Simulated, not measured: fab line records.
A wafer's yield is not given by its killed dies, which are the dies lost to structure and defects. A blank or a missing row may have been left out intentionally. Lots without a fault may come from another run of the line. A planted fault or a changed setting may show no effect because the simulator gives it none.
One fault seen from 3 desks ; flow nand harc ; each desk has only its own numbers; what lay behind them comes last

== THE DEFECT DESK ==
Per lot, the means of the sampled wafers with a number show what the inspections along the route counted. The brackets show how far a lot's mean lies from the usual mean; more than 4 standard deviations puts the lot out of limits, marked OUT.
Columns: A = raw defect count at NHARC_A_SIN_REMOVE_INSPECT_04, usual 393
lot;first seen here;A
L699;day 20 16:01;370
L700;day 21 00:07;441
L703;day 21 14:26;295
L705;day 22 08:38;368
L708;day 24 01:16;453
L711;day 24 17:08;588
L715;day 27 03:31;470
L716;day 27 13:01;351
L717;day 27 13:01;362
L718;day 28 04:04;653
L721;day 29 06:34;359
L720;day 30 05:40;475
This desk's finding: nothing out of limits on any of the 12 lots.

== THE METROLOGY DESK ==
Lot by lot, what the gauges showed, no matter which tool ran the lot: averages of those sampled wafers that carry a number. The brackets show how far a lot's mean lies from the usual mean; more than 4 standard deviations puts the lot out of limits, marked OUT.
Columns: A = overlay x nm at NHARC_A_SLIT_OVL_MEAS_10, usual 0.3 nm; B = overlay y nm at NHARC_A_SLIT_OVL_MEAS_10, usual -0.2 nm; C = cd nm at NHARC_A_SLIT_CD_MEAS_21, usual 289.5 nm
lot;first seen here;A;B;C
L699;day 20 03:02;0.0;-0.9;289.6
L700;day 20 07:20;1.5;0.6;290.0
L703;day 21 00:20;-0.4;1.1;289.8
L705;day 21 19:37;2.0;-0.7;290.0
L708;day 23 12:10;-0.0;1.2;289.7
L711;day 24 04:09;-0.5;0.5;290.4
L715;day 26 14:29;1.2;-0.8;289.9
L716;day 27 00:01;1.3;0.9;289.5
L717;day 27 00:16;-0.5;0.1;290.7
L718;day 27 14:40;-0.2;-1.7;289.8
L721;day 28 17:22;-0.2;0.1;289.7
L720;day 29 12:05;0.7;-0.2;289.5
This desk's finding: nothing out of limits on any of the 12 lots.

== THE TOOL OWNER'S DESK: rie diel-02 ==
The tool's own readings at NHARC_A_SLIT_ETCH_24 (etches the open film in CF4/CHF3, target depth 121 nm, time 60.5 s): means of the sampled wafers that have a number, for each lot that ran on this tool. The brackets show how far a lot's mean lies from the usual mean; more than 4 standard deviations puts the lot out of limits, marked OUT.
Columns: A = chamber pressure mTorr at NHARC_A_SLIT_ETCH_24, usual 25.00 mTorr; B = drypump motor current A at NHARC_A_SLIT_ETCH_24, usual 5.6 A; C = oes product au at NHARC_A_SLIT_ETCH_24, usual 0.960 a.u.; D = rf vpp V at NHARC_A_SLIT_ETCH_24, usual 370.4 V; E = showerhead plenum p Torr at NHARC_A_SLIT_ETCH_24, usual 1.57 Torr; F = throttle valve pct at NHARC_A_SLIT_ETCH_24, usual 16.802 %
lot;first seen here;A;B;C;D;E;F
L699;day 20 03:14;25.02;5.6;0.958;371.0;1.58;16.799
L705;day 21 19:49;25.01;5.4;0.957;370.7;1.57;16.802
L708;day 23 12:21;24.99;5.7;0.968;372.1;1.61;16.811
L711;day 24 04:20;24.99;5.5;0.926;371.8;1.60;16.807
L715;day 26 14:40;25.02;5.7;0.979;371.2;1.62;16.794
L716;day 27 00:13;25.00;5.4;0.970;372.0;1.59;16.805
L718;day 27 14:52;25.00;5.9;0.964;371.7;1.60;16.802
L721;day 28 17:34;25.00;5.6;0.962;371.7;1.58;16.808
L720;day 29 12:17;24.99;5.6;0.963;369.3;1.55;16.795
This desk's finding: nothing out of limits on any of the 9 lots.

== PUT TOGETHER ==
Nothing the defect desk looked at was out of limits.
From the metrology desk's view, nothing was out of limits.
The desk of the tool owner found nothing out of limits.

== WHAT THE SIMULATOR PUT IN ==
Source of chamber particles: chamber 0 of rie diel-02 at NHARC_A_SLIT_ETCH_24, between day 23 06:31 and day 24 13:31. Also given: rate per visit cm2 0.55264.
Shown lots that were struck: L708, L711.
